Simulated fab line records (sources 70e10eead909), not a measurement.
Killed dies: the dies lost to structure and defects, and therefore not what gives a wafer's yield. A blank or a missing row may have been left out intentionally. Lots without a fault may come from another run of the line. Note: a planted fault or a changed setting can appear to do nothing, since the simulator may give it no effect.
fab line records    flow nand_harc    part 2 of 2: steps 22 to 33 of 33
record lots=5  wafers=15  last_day=23
route steps=1159 shown P_BONDPAD@358 A_START@389 A_ZERO_WELL@390
lots untouched by any fault: they come from a run of this same line in which no faults occurred
start_h: the number of hours between the record's first day and the start of the first shown wafer of the lot    wait_h: hours from the lot's prior step to this one    " as in the row above    L1.1+2: a single row standing in for several wafers    - no value, or no start given    * or withheld: withheld    < > ~ a bound
route shown NAME@n: names a module that has steps shown in the file, with the first one's number in the route    usual: mean/standard deviation taken from wafers without a fault    same: alike in all rows    chamber/n: place in a boat    sites: each site's reading    _std_site: the values' standard deviation    _edge_site: outer sites' mean less inner sites'    radius_mm: how far each site lies from the wafer's centre    mask NAME#n: copy n    behind: the most recent tool/chamber to have shaped the wafer    hold: why the lot went on hold/how many hours it stayed there/how the hold came to an end    device: transistor that didn't switch, given as n, p or np    end of line: tests run on the same wafers once the route is complete    step lacking rows: just its recipe    killed: not the wafer's yield, but the dies lost to structure and defects at the first sort    map: the dies of a wafer, with x for killed, . for not killed, _ for no die there
set.NAME: the run value of the setting; set.NAME@STEP: its run value at that earlier step    model.NAME: the simulator's own value behind a step, which no gauge read
a table for each step, a row for each wafer; lots at some steps of the route
services: when a tool's chamber went out of use (start_h, in hours from the record's first day, below 0 if earlier), for how many hours, and the reason
## steps
# step NHARC_P_BONDPAD_ANNEAL_28
# recipe temp_c=225  time_s=90
# usual wafer_temp_C_max=226.2/0.38
lot.wafer  tool           chamber  start_h  wait_h  wafer_temp_C_max
L079.2     rtp_anneal-01  0        165.00   0.3     226.0
L079.3     "              0        "        "       226.3
L079.5     "              0        "        "       226.3
L087.2     rtp_anneal-01  0        206.41   0.4     226.0
L087.4     "              0        "        "       226.3
L087.6     "              0        "        "       226.0
L088.3     rtp_anneal-01  0        210.47   -       226.5
L088.5     "              0        "        "       227.1
L088.6     "              0        "        "       225.8
L090.2     rtp_anneal-02  0        229.27   -       225.9
L090.3     "              0        "        "       225.8
L090.5     "              0        "        "       225.7
L092.2     rtp_anneal-01  0        237.72   0.4     226.4
L092.5     "              0        "        "       226.3
L092.6     "              0        "        "       226.3
# step NHARC_P_BONDPAD_CMP_19
# recipe t_overpolish_s=30  cu_recess_touch_s=16  target_thk_nm=160.81
# usual motor_current_A=12.1/1.2  overpolish_run_s=30.000/0.0092
# same cu_recess_touch_s=16
lot.wafer  tool    chamber  start_h  wait_h  motor_current_A  overpolish_run_s
L079.2     cmp-01  0        165.36   -       13.0             29.998
L079.3     "       1        "        "       10.1             30.001
L079.5     "       3        "        "       10.4             29.999
L087.2     cmp-01  1        206.73   -       10.8             30.015
L087.4     "       3        "        "       10.8             30.007
L087.6     "       0        "        "       13.6             30.008
L088.3     cmp-04  3        210.80   -       13.9             30.000
L088.5     "       0        "        "       11.7             29.994
L088.6     "       1        "        "       12.6             30.010
L090.2     cmp-04  0        229.60   -       10.8             29.992
L090.3     "       1        "        "       12.0             29.983
L090.5     "       3        "        "       14.2             30.015
L092.2     cmp-01  0        238.02   -       14.3             29.998
L092.5     "       0        "        "       13.2             29.994
L092.6     "       1        "        "       10.5             29.980
# step NHARC_P_BONDPAD_THK_MEAS_20
# recipe thk_meas_gauge=xrf
# usual thk_nm=161.0/1.4
lot.wafer  tool           chamber  start_h  wait_h  thk_nm
L079.2     film_metro-02  -        165.62   -       160.3
L079.3     "              -        "        "       161.6
L079.5     "              -        "        "       158.8
L087.2     film_metro-01  -        207.02   -       163.5
L087.4     "              -        "        "       161.2
L087.6     "              -        "        "       161.4
L088.3     film_metro-02  -        211.04   -       158.6
L088.5     "              -        "        "       159.7
L088.6     "              -        "        "       159.7
L090.2     film_metro-01  -        229.90   -       160.1
L090.3     "              -        "        "       159.7
L090.5     "              -        "        "       161.9
L092.2     film_metro-02  -        238.34   -       161.2
L092.5     "              -        "        "       160.8
L092.6     "              -        "        "       160.7
# step NHARC_P_BONDPAD_SRD_21
# recipe time_s=30  temp_c=23  dry_time_s=20  spin_rpm=1500
lot.wafer   tool          chamber  start_h  wait_h
L079.2+5+3  wet_bench-10  3,6,0    165.66   0.0
L087.6+2+4  wet_bench-08  4,5,7    207.06   0.0
L088.5+3+6  wet_bench-10  2,3,7    211.08   0.0
L090.5+3+2  wet_bench-10  5,0,2    229.94   0.0
L092.6+2+5  wet_bench-10  1,2,4    238.38   0.0
# step NHARC_P_BONDPAD_INSPECT_23
# usual raw_defect_count=378/140
lot.wafer  tool               chamber  start_h  wait_h  raw_defect_count
L079.2     defect_inspect-01  -        165.85   0.0     416
L079.3     "                  -        "        "       361
L079.5     "                  -        "        "       348
L087.2     defect_inspect-02  -        207.25   0.0     226
L087.4     "                  -        "        "       238
L087.6     "                  -        "        "       245
L088.3     defect_inspect-02  -        211.24   0.0     317
L088.5     "                  -        "        "       588
L088.6     "                  -        "        "       239
L090.2     defect_inspect-02  -        230.13   0.1     296
L090.3     "                  -        "        "       329
L090.5     "                  -        "        "       422
L092.2     defect_inspect-01  -        238.54   0.0     335
L092.5     "                  -        "        "       370
L092.6     "                  -        "        "       345
# step NHARC_P_BONDPAD_ACTIVATE_29
# recipe time_s=60  n2_flow_sccm=200  ar_flow_sccm=0  bias_power_w=0  chemistry=N2
# usual drypump_motor_current_A=5.7/0.35  n2_flow_sccm=200.0/0.64  oes_product_au=0.999/0.0074  rf_vpp_V=64.0/0.92  showerhead_plenum_p_Torr=1.74/0.07
lot.wafer  tool         chamber  start_h  wait_h  drypump_motor_current_A  n2_flow_sccm  oes_product_au  rf_hours_counter_h  rf_vpp_V  showerhead_plenum_p_Torr
L079.2     rie_diel-06  2        165.91   0.1     5.2                      199.4         0.986           9                   65.2      1.84
L079.3     "            0        "        "       5.6                      199.4         0.994           7                   64.9      1.66
L079.5     "            0        "        "       5.6                      198.9         0.997           -                   63.5      1.67
L087.4     rie_diel-05  3        207.31   0.1     5.0                      200.4         1.014           10                  64.0      1.73
L087.2     "            0        "        "       6.0                      200.3         0.997           10                  65.7      1.64
L087.6     "            0        "        "       6.0                      200.0         0.996           -                   63.1      1.64
L088.3     rie_diel-06  1        211.31   0.1     5.9                      199.7         1.006           13                  65.0      1.77
L088.6     "            0        "        "       5.6                      199.8         0.993           -                   64.0      1.66
L088.5     "            1        "        "       6.0                      200.3         1.013           -                   64.3      1.77
L090.2     rie_diel-06  0        230.19   0.1     5.6                      199.8         0.990           13                  63.7      1.66
L090.3     "            1        "        "       5.9                      201.0         1.005           15                  64.0      1.77
L090.5     "            0        "        "       5.6                      200.9         0.996           -                   64.1      1.66
L092.2     rie_diel-05  1        238.60   0.1     6.0                      199.3         0.990           22                  64.2      1.76
L092.5     "            1        "        "       6.0                      200.8         0.996           -                   63.8      1.76
L092.6     "            2        "        "       5.3                      200.0         1.002           -                   63.3      1.79
# step NHARC_P_BONDPAD_PRECLEAN_30
# recipe time_s=300  temp_c=23  chemistry=DIW
lot.wafer   tool          chamber  start_h  wait_h
L079.3+5+2  wet_bench-08  3,5,6    166.10   0.2
L087.6+4+2  wet_bench-08  3,6,7    207.46   0.1
L088.6+3+5  wet_bench-10  6,1,2    211.47   0.1
L090.3+2+5  wet_bench-10  0,1,2    230.34   0.1
L092.5+2+6  wet_bench-08  5,6,7    238.78   0.1
# step NHARC_P_BONDPAD_SRD_31
# recipe time_s=30  temp_c=23  dry_time_s=20  spin_rpm=1500
lot.wafer   tool          chamber  start_h  wait_h
L079.3+5+2  wet_bench-08  3,5,6    -        -
L087.6+4+2  wet_bench-08  3,6,7    -        -
L088.6+3+5  wet_bench-10  6,1,2    -        -
L090.3+2+5  wet_bench-10  0,1,2    -        -
L092.5+2+6  wet_bench-08  5,6,7    -        -
# step NHARC_A_START_INSPECT_01
# usual raw_defect_count=3.6/1.9
lot.wafer  tool               chamber  start_h  wait_h  raw_defect_count
L079.2     defect_inspect-02  -        166.34   -       4
L079.3     "                  -        "        "       4
L079.5     "                  -        "        "       3
L087.2     defect_inspect-02  -        207.72   -       0
L087.4     "                  -        "        "       4
L087.6     "                  -        "        "       5
L088.3     defect_inspect-02  -        211.71   -       3
L088.5     "                  -        "        "       7
L088.6     "                  -        "        "       2
L090.2     defect_inspect-01  -        230.59   -       1
L090.3     "                  -        "        "       6
L090.5     "                  -        "        "       3
L092.2     defect_inspect-02  -        239.03   -       3
L092.5     "                  -        "        "       2
L092.6     "                  -        "        "       6
# step NHARC_A_ZERO_WELL_PRECLEAN_00
# recipe time_s=600  temp_c=120  chemistry=SPM
lot.wafer   tool          chamber  start_h  wait_h
L079.2+5+3  wet_bench-09  7,2,4    166.43   0.1
L087.6+4+2  wet_bench-03  2,3,5    207.81   0.1
L088.3+5+6  wet_bench-09  0,1,2    211.82   0.1
L090.3+2+5  wet_bench-09  3,4,5    230.70   0.1
L092.5+6+2  wet_bench-06  6,7,2    239.12   0.1
# step NHARC_A_ZERO_WELL_SRD_01
lot.wafer   tool          chamber  start_h  wait_h
L079.2+5+3  wet_bench-09  7,2,4    -        -
L087.6+4+2  wet_bench-03  2,3,5    -        -
L088.3+5+6  wet_bench-09  0,1,2    -        -
L090.3+2+5  wet_bench-09  3,4,5    -        -
L092.5+6+2  wet_bench-06  6,7,2    -        -
# step NHARC_A_ZERO_WELL_DEHYDRATE_02
# recipe temp_c=150  time_s=120
# usual chill_plate_temp_C=23.01/0.12
lot.wafer  tool            chamber  start_h  wait_h  chill_plate_temp_C
L079.2     litho_track-05  0        166.75   -       22.83
L079.3     "               0        "        "       22.98
L079.5     "               0        "        "       22.84
L087.2     litho_track-03  0        208.12   -       23.01
L087.4     "               0        "        "       23.15
L087.6     "               0        "        "       22.92
L088.3     litho_track-05  0        212.11   -       23.13
L088.5     "               0        "        "       23.21
L088.6     "               0        "        "       23.17
L090.2     litho_track-07  0        230.99   -       23.10
L090.3     "               0        "        "       23.08
L090.5     "               0        "        "       23.06
L092.2     litho_track-07  0        239.43   -       23.01
L092.5     "               0        "        "       22.90
L092.6     "               0        "        "       23.01
## services
tool            chamber  start_h  hours  kind
cmp-04          -        145.92   1.5    repair
wet_bench-03    -        146.40   8.0    pm
rie_diel-05     3        154.31   6.0    repair
pvd_sputter-01  -        158.01   10.0   pm
rie_diel-06     3        161.44   8.4    repair
rie_diel-05     -        163.73   9.0    pm
litho_track-02  -        165.00   7.0    pm
krf_scanner-03  -        168.00   4.0    pm
rie_diel-10     -        176.50   9.0    pm
krf_scanner-03  -        179.20   2.6    repair
ecd_cu-02       -        180.00   8.0    pm
litho_track-07  -        189.00   7.0    pm
cmp-01          -        202.09   4.0    pm
cmp-04          -        203.10   4.0    pm
rie_diel-05     3        211.75   6.3    repair
litho_track-03  -        213.00   7.0    pm
cmp-01          -        213.67   1.9    repair
pvd_sputter-02  -        214.00   10.0   pm
cmp-04          -        223.38   0.7    repair
pvd_sputter-02  -        226.61   1.8    repair
wet_bench-08    -        227.90   0.8    repair
wet_bench-08    -        230.40   8.0    pm
litho_track-05  -        237.00   7.0    pm
rie_diel-05     3        238.27   3.0    repair
